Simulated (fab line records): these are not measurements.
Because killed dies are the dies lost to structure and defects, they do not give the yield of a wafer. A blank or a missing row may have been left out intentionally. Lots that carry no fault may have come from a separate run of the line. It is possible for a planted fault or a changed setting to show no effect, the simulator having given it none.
fab line records    flow n5Finfet    part 2 of 2: steps 4 to 6 of 6
record lots=24  wafers=72  lastDay=19
route steps=1938 shown BEOL_M6@1210 BEOL_M7@1276
lots that met no fault: from a run of the same line without faults
startH: the number of hours between the record's first day and the start of the first shown wafer of the lot    waitH: how many hours have passed since the lot's step before this one    " the same as in the row above    L1.1+2: one row covering several wafers at once    - no value, or no start given    * or withheld: withheld    < > ~ a bound
route shown NAME@n: names a module that has steps shown in the file, with the first one's number in the route    usual: mean and standard deviation over wafers with no fault    same: alike in all rows    chamber/n: place in a boat    sites: readings site by site    _std_site: the values' standard deviation    _edge_site: outer sites' mean less inner sites'    radiusMm: how far each site lies from the wafer's centre    mask NAME#n: copy n    behind: the last tool/chamber to shape the wafer    hold: cause of the lot's hold/its duration in hours/its outcome    device: the transistor (n, p or np) that didn't switch    end of line: at the end of the route, the tests of the same wafers    where a step has no rows: the recipe by itself    killed: dies lost to structure and defects at the first sort, not the wafer's yield    map: a wafer's dies, x killed, . not, _ none there
set.NAME: the run value of the setting; set.NAME@STEP: its run value at that earlier step    model.NAME: the simulator's own value behind a step, which no gauge read
a sample of lots followed through the steps of the route, with each step as a table and each wafer as a row
services: from which hour (startH, from the record's first day; less than 0 if before it) a tool's chamber was out of use, for how many hours, and why
## steps
# step N5_BEOL_M6_THK_MEAS_53
# recipe thkMeasGauge=xrf  reads=Cu_of_BEOL_M6_ECD_50
# usual M6_THK=79.8/2.7
lot.wafer  tool          chamber  startH  waitH  M6_THK[nm]
L074.2     filmMetro-01  -        209.55  -      78.3
L074.4     "             -        "       "      77.5
L074.5     "             -        "       "      77.8
L075.1     filmMetro-02  -        213.25  -      78.8
L075.3     "             -        "       "      78.1
L075.5     "             -        "       "      77.2
L076.1     filmMetro-01  -        215.04  -      82.9
L076.2     "             -        "       "      80.1
L076.6     "             -        "       "      82.4
L078.1     filmMetro-01  -        215.31  -      80.2
L078.2     "             -        "       "      80.9
L078.6     "             -        "       "      78.5
L077.2     filmMetro-02  -        224.35  -      77.5
L077.3     "             -        "       "      79.6
L077.4     "             -        "       "      81.4
L081.2     filmMetro-01  -        228.74  -      79.1
L081.3     "             -        "       "      78.7
L081.5     "             -        "       "      80.3
L080.1     filmMetro-02  -        235.43  -      79.1
L080.2     "             -        "       "      76.7
L080.6     "             -        "       "      79.4
L079.3     filmMetro-02  -        236.48  -      82.3
L079.4     "             -        "       "      81.1
L079.6     "             -        "       "      83.2
L083.1     filmMetro-01  -        240.25  -      76.0
L083.2     "             -        "       "      82.7
L083.3     "             -        "       "      76.5
L082.2     filmMetro-02  -        240.53  -      75.5
L082.5     "             -        "       "      78.9
L082.6     "             -        "       "      76.3
L084.1     filmMetro-01  -        258.92  -      77.3
L084.3     "             -        "       "      76.4
L084.6     "             -        "       "      84.5
L085.1     filmMetro-02  -        261.42  -      76.7
L085.2     "             -        "       "      81.0
L085.6     "             -        "       "      77.7
L086.4     filmMetro-02  -        269.98  -      80.7
L086.5     "             -        "       "      82.9
L086.6     "             -        "       "      79.5
L088.2     filmMetro-01  -        274.08  -      78.6
L088.3     "             -        "       "      85.6
L088.6     "             -        "       "      78.0
L092.1     filmMetro-02  -        287.65  -      81.7
L092.4     "             -        "       "      80.0
L092.5     "             -        "       "      80.9
L089.3     filmMetro-02  -        288.05  -      84.0
L089.4     "             -        "       "      80.0
L089.6     "             -        "       "      79.3
L087.1     filmMetro-01  -        288.23  -      81.8
L087.3     "             -        "       "      83.3
L087.5     "             -        "       "      77.0
L090.1     filmMetro-01  -        297.40  -      78.6
L090.4     "             -        "       "      79.0
L090.6     "             -        "       "      79.3
L091.1     filmMetro-01  -        297.86  -      75.4
L091.3     "             -        "       "      80.0
L091.4     "             -        "       "      79.5
L093.1     filmMetro-01  -        303.32  -      84.4
L093.4     "             -        "       "      78.0
L093.5     "             -        "       "      75.0
L094.2     filmMetro-02  -        303.50  -      78.2
L094.5     "             -        "       "      78.9
L094.6     "             -        "       "      83.2
L095.1     filmMetro-01  -        334.44  -      80.7
L095.3     "             -        "       "      77.9
L095.4     "             -        "       "      78.8
L097.1     filmMetro-02  -        341.09  -      80.4
L097.2     "             -        "       "      78.8
L097.5     "             -        "       "      75.2
L096.4     filmMetro-02  -        361.04  -      81.5
L096.5     "             -        "       "      81.2
L096.6     "             -        "       "      83.7
# step N5_BEOL_M7_CD_MEAS_11
# recipe targetCdNm=38.5  landingEnergyEv=500  detector=seInlens  polarity=opening
# usual cdNm=38.6/0.56
lot.wafer  tool      chamber  startH  waitH  cdNm
L074.2     cdSem-03  0        211.89  -      38.0
L074.4     "         0        "       "      38.4
L074.5     "         0        "       "      38.2
L075.1     cdSem-01  0        215.07  -      38.5
L075.3     "         0        "       "      37.6
L075.5     "         0        "       "      38.8
L076.1     cdSem-03  0        218.29  -      38.7
L076.2     "         0        "       "      38.7
L076.6     "         0        "       "      38.7
L078.1     cdSem-01  0        218.51  -      38.2
L078.2     "         0        "       "      38.9
L078.6     "         0        "       "      39.3
L077.2     cdSem-02  0        226.60  -      38.9
L077.3     "         0        "       "      38.3
L077.4     "         0        "       "      39.0
L081.2     cdSem-02  0        232.20  -      37.8
L081.3     "         0        "       "      38.1
L081.5     "         0        "       "      37.9
L080.1     cdSem-03  0        238.10  -      39.3
L080.2     "         0        "       "      39.5
L080.6     "         0        "       "      38.5
L079.3     cdSem-03  0        238.60  -      37.8
L079.4     "         0        "       "      37.9
L079.6     "         0        "       "      37.3
L083.1     cdSem-03  0        242.25  -      37.9
L083.2     "         0        "       "      38.6
L083.3     "         0        "       "      38.5
L082.2     cdSem-03  0        242.41  -      38.7
L082.5     "         0        "       "      38.6
L082.6     "         0        "       "      37.7
L084.1     cdSem-03  0        260.70  -      38.7
L084.3     "         0        "       "      38.8
L084.6     "         0        "       "      38.7
L085.1     cdSem-01  0        263.76  -      39.2
L085.2     "         0        "       "      39.1
L085.6     "         0        "       "      38.4
L086.4     cdSem-01  0        272.19  -      38.4
L086.5     "         0        "       "      38.3
L086.6     "         0        "       "      37.9
L088.2     cdSem-02  0        275.71  -      38.4
L088.3     "         0        "       "      38.4
L088.6     "         0        "       "      38.0
L092.1     cdSem-02  0        290.05  -      38.1
L092.4     "         0        "       "      38.0
L092.5     "         0        "       "      38.8
L089.3     cdSem-02  0        290.22  -      39.3
L089.4     "         0        "       "      37.5
L089.6     "         0        "       "      38.6
L087.1     cdSem-01  0        290.39  -      39.1
L087.3     "         0        "       "      39.1
L087.5     "         0        "       "      39.0
L090.1     cdSem-03  0        300.25  -      38.3
L090.4     "         0        "       "      39.3
L090.6     "         0        "       "      39.4
L091.1     cdSem-03  0        300.53  -      39.2
L091.3     "         0        "       "      39.8
L091.4     "         0        "       "      39.7
L093.1     cdSem-02  0        305.99  -      38.2
L093.4     "         0        "       "      38.8
L093.5     "         0        "       "      38.8
L094.2     cdSem-02  0        306.22  -      38.9
L094.5     "         0        "       "      39.7
L094.6     "         0        "       "      39.0
L095.1     cdSem-02  0        337.00  -      39.0
L095.3     "         0        "       "      39.3
L095.4     "         0        "       "      38.2
L097.1     cdSem-01  0        343.85  -      39.3
L097.2     "         0        "       "      39.1
L097.5     "         0        "       "      39.6
L096.4     cdSem-02  0        364.44  -      39.0
L096.5     "         0        "       "      38.4
L096.6     "         0        "       "      38.5
# step N5_BEOL_M7_CD_MEAS_18
# recipe pitchNm=80  targetCdNm=40
# usual cdNm=40.1/0.63
lot.wafer  tool      chamber  startH  waitH  cdNm
L074.2     cdSem-02  -        212.58  0.1    39.9
L074.4     "         -        "       "      40.3
L074.5     "         -        "       "      39.5
L075.1     cdSem-01  -        215.73  0.1    39.9
L075.3     "         -        "       "      39.4
L075.5     "         -        "       "      40.6
L076.1     cdSem-01  -        218.84  0.0    40.1
L076.2     "         -        "       "      41.2
L076.6     "         -        "       "      40.4
L078.1     cdSem-01  -        219.11  0.0    40.0
L078.2     "         -        "       "      40.4
L078.6     "         -        "       "      40.4
L077.2     cdSem-01  -        227.24  0.1    40.3
L077.3     "         -        "       "      39.6
L077.4     "         -        "       "      40.4
L081.2     cdSem-03  -        232.75  0.1    38.9
L081.3     "         -        "       "      40.2
L081.5     "         -        "       "      39.1
L080.1     cdSem-02  -        238.74  0.0    40.8
L080.2     "         -        "       "      40.5
L080.6     "         -        "       "      39.8
L079.3     cdSem-02  -        239.15  0.1    38.8
L079.4     "         -        "       "      39.1
L079.6     "         -        "       "      38.8
L083.1     cdSem-03  -        242.82  0.0    40.0
L083.2     "         -        "       "      40.1
L083.3     "         -        "       "      40.5
L082.2     cdSem-01  -        242.97  0.1    40.1
L082.5     "         -        "       "      39.9
L082.6     "         -        "       "      39.1
L084.1     cdSem-02  -        261.26  0.0    40.3
L084.3     "         -        "       "      40.5
L084.6     "         -        "       "      40.1
L085.1     cdSem-03  -        264.46  0.0    41.2
L085.2     "         -        "       "      40.4
L085.6     "         -        "       "      39.8
L086.4     cdSem-03  -        272.76  0.0    40.5
L086.5     "         -        "       "      40.8
L086.6     "         -        "       "      39.6
L088.2     cdSem-02  -        276.30  0.1    39.5
L088.3     "         -        "       "      39.6
L088.6     "         -        "       "      38.7
L092.1     cdSem-03  -        290.63  0.0    39.8
L092.4     "         -        "       "      39.7
L092.5     "         -        "       "      39.8
L089.3     cdSem-03  -        290.80  0.1    40.9
L089.4     "         -        "       "      38.7
L089.6     "         -        "       "      40.5
L087.1     cdSem-02  -        290.97  0.1    41.3
L087.3     "         -        "       "      41.2
L087.5     "         -        "       "      40.3
L090.1     cdSem-03  -        300.80  0.0    39.7
L090.4     "         -        "       "      41.2
L090.6     "         -        "       "      41.0
L091.1     cdSem-03  -        301.08  0.0    40.7
L091.3     "         -        "       "      40.9
L091.4     "         -        "       "      41.0
L093.1     cdSem-01  -        306.54  0.0    40.5
L093.4     "         -        "       "      41.2
L093.5     "         -        "       "      40.0
L094.2     cdSem-03  -        306.76  0.1    39.9
L094.5     "         -        "       "      40.1
L094.6     "         -        "       "      40.5
L095.1     cdSem-02  -        337.55  0.0    40.2
L095.3     "         -        "       "      40.7
L095.4     "         -        "       "      39.7
L097.1     cdSem-01  -        344.40  0.0    40.2
L097.2     "         -        "       "      41.2
L097.5     "         -        "       "      41.7
L096.4     cdSem-02  -        365.25  0.1    40.8
L096.5     "         -        "       "      39.7
L096.6     "         -        "       "      39.9
## services
tool        chamber  startH  hours  kind
rieDiel-06  1        220.53  -      clean
rieDiel-06  1        220.53  -      consumableReplace:focusRing
rieDiel-06  1        220.53  20.2   scheduledDown
rieDiel-06  1        220.53  20.2   ventCycle
rieDiel-03  -        222.26  2.8    pm
rieDiel-01  3        255.63  -      clean
rieDiel-01  3        255.63  -      consumableReplace:focusRing
rieDiel-01  3        255.63  20.5   scheduledDown
rieDiel-01  3        255.63  20.5   ventCycle
rieDiel-06  3        307.81  6.7    repair
rieDiel-01  3        330.01  15.9   repair
rieDiel-06  2        338.04  -      clean
rieDiel-06  2        338.04  -      consumableReplace:focusRing
rieDiel-06  2        338.04  18.1   scheduledDown
rieDiel-06  2        338.04  18.1   ventCycle
rieDiel-01  0        343.02  22.2   repair
